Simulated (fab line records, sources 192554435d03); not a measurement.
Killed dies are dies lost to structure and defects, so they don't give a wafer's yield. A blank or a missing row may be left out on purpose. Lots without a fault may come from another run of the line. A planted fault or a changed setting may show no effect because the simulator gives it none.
A struck lot beside a sound one | flow n5_finfet | 37 steps out of a route of 1938
Sound: wafers L919.2, L919.4, L919.6. Struck: wafers L916.4, L916.5, L916.6. The cause comes at the end.
At each step with rows: each side's tool, then ch and its chambers, then its first start. Under that, the readings that differ: sound wafers | struck wafers | difference of the means | sigmas: that difference in standard deviations of wafers without a fault.
alike: readings whose means differ by less than 2 such deviations, and words and numbers that are the same on both sides. not compared: withheld readings, readings that some wafer has no value for, bounds like >300 that may hide the same value, and numbers for which the record gives no deviation and whose values overlap.
The two part at a step that has a row with sigmas, a row that says differs or no value, or rows on one side only. Numbers that don't overlap but have no deviation are shown without sigmas and don't part them. A reading that every wafer of one side lacks parts them only if that side has two wafers or more.

first, 9 steps without rows for these wafers: N5_BEOL_M4_ANNEAL_95 (time 240 s); N5_BEOL_M4_SPUTTER_96 (material Cu, target thk 4.5 nm, time 8.29 s); N5_BEOL_M4_ECD_50 (material Cu, target thk 300 nm); N5_BEOL_M4_ANNEAL_51 (time 90 s); N5_BEOL_M4_CMP_52 (polishes, stops on SiOC, t overpolish 6.8 s, target thk 40 nm); N5_BEOL_M4_PRE_CLEAN_60 (time 15 s); N5_BEOL_M4_CO_CAP_55 (material Co, precursor CCTBA/H2, target thk 2 nm, time 102.1 s); N5_BEOL_M4_PRE_CLEAN_56 (time 15 s); N5_BEOL_M4_DEP_57 (deposits SiCN from 3MS/NH3, target thk 8 nm, time 14 s).
N5_BEOL_M4_RC_MEAS_101:
  sound on prober-01 ch 0, day 15 11:52; struck on prober-01 ch 0, day 14 07:03
  reading        | sound          | struck         | difference | sigmas
  DIBL_P (mV/V)  | 32.5 34.0 33.4 | 40.1 35.4 39.5 | +5.0       | +2
  IOFF_P (nA/um) | 0.18 0.20 0.18 | 0.30 0.21 0.29 | +0.08      | +2
  alike: DIBL_N, IOFF_N, ION_N, ION_P, SS_N, SS_P, VT_N, VT_P
then, 24 steps without rows for these wafers: N5_BEOL_M5_ILD_DEP_00 (deposits SiCOH lowk from DEMS/porogen, target thk 140.64 nm, time 25.9 s); N5_BEOL_M5_CURE_79 (cures SiCOH lowk, time 240 s); N5_BEOL_M5_PECVD_70 (deposits SiO2 from TEOS/O2, target thk 16 nm, time 18 s); N5_BEOL_M5_HM_DEP_02 (deposits TiN, target thk 20 nm); N5_BEOL_M5_COAT_59 (time 60 s, resist thk 60 nm); N5_BEOL_M5_COAT_60 (time 60 s, resist thk 12 nm); N5_BEOL_M5_COAT_71 (time 60 s, resist thk 5 nm); N5_BEOL_M5_COAT_05 (resist thk 30 nm); N5_BEOL_M5_EBR_07; N5_BEOL_M5_SOFTBAKE_06 (time 60 s); N5_BEOL_M5_EXPOSE_08 (exposes mask M5, target cd 28 nm); N5_BEOL_M5_PEB_09 (peb time 60 s); N5_BEOL_M5_DEVELOP_10 (develop time 30 s); N5_BEOL_M5_DESCUM_16 (chemistry O2, time 7 s); N5_BEOL_M5_ETCH_72 (etches underlayer in N2/H2, target depth 6.5 nm, time 5.2 s); N5_BEOL_M5_ETCH_61 (etches SiARC in CF4, target depth 15.6 nm, time 26 s); N5_BEOL_M5_ETCH_62 (etches SOC in N2/H2, target depth 75 nm, overetch 15 nm, time 112.5 s); N5_BEOL_M5_STRIP_63 (strips in N2/H2); N5_BEOL_M5_STRIP_73 (strips in N2/H2); N5_BEOL_M5_STRIP_64 (strips in CF4); N5_BEOL_M5_HM_OPEN_17 (chemistry Cl2/BCl3, target TiN, target depth 20 nm, overetch 6 nm); N5_BEOL_M5_STRIP_19 (strips in O2); N5_BEOL_M5_COAT_65 (time 60 s, resist thk 60 nm); N5_BEOL_M5_COAT_66 (time 60 s, resist thk 12 nm).
N5_BEOL_M6_ETCH_65: etches SiARC in CF4, target depth 15.6 nm, time 26 s.
  sound on rie_diel-01 ch 0,2, day 16 11:32; struck on rie_diel-01 ch 0,1, day 14 21:35
  no value came back on the struck wafers for any of 8 readings (bias_w (W), cf4_flow_sccm (sccm) and others); on the sound wafers bias_w (W) reads 36.10 35.93 35.97
  not compared: rf_hours_counter_h
N5_BEOL_M6_ETCH_66: etches SOC in N2/H2, target depth 80 nm, overetch 16 nm, time 120 s.
  sound on rie_diel-01 ch 0,2, day 16 11:34; struck on rie_diel-01 ch 0,1, day 14 21:37
  reading               | sound          | struck         | difference | sigmas
  oes_product_au (a.u.) | 0.66 0.60 0.61 | 0.30 0.30 0.30 | -0.32      | -8
  alike: bias_w, chamber_pressure_mTorr, drypump_motor_current_A, rf_vpp_V, showerhead_plenum_p_Torr, throttle_valve_pct
  not compared: rf_hours_counter_h
-- the record jumps here: 4 days lie between the struck wafers' starts before and after (it left off in module BEOL_M6 and takes up again in module PASSIVATION, whose first step shown is number 1936 of the route) --
N5_PASSIVATION_PROBE_49:
  the record has rows for the struck wafers here (prober-02, day 19 02:17) and none for the sound ones

WHERE THEY PART
First at N5_BEOL_M4_RC_MEAS_101; last, within this record, at N5_PASSIVATION_PROBE_49.

WHY: what the simulator had put in
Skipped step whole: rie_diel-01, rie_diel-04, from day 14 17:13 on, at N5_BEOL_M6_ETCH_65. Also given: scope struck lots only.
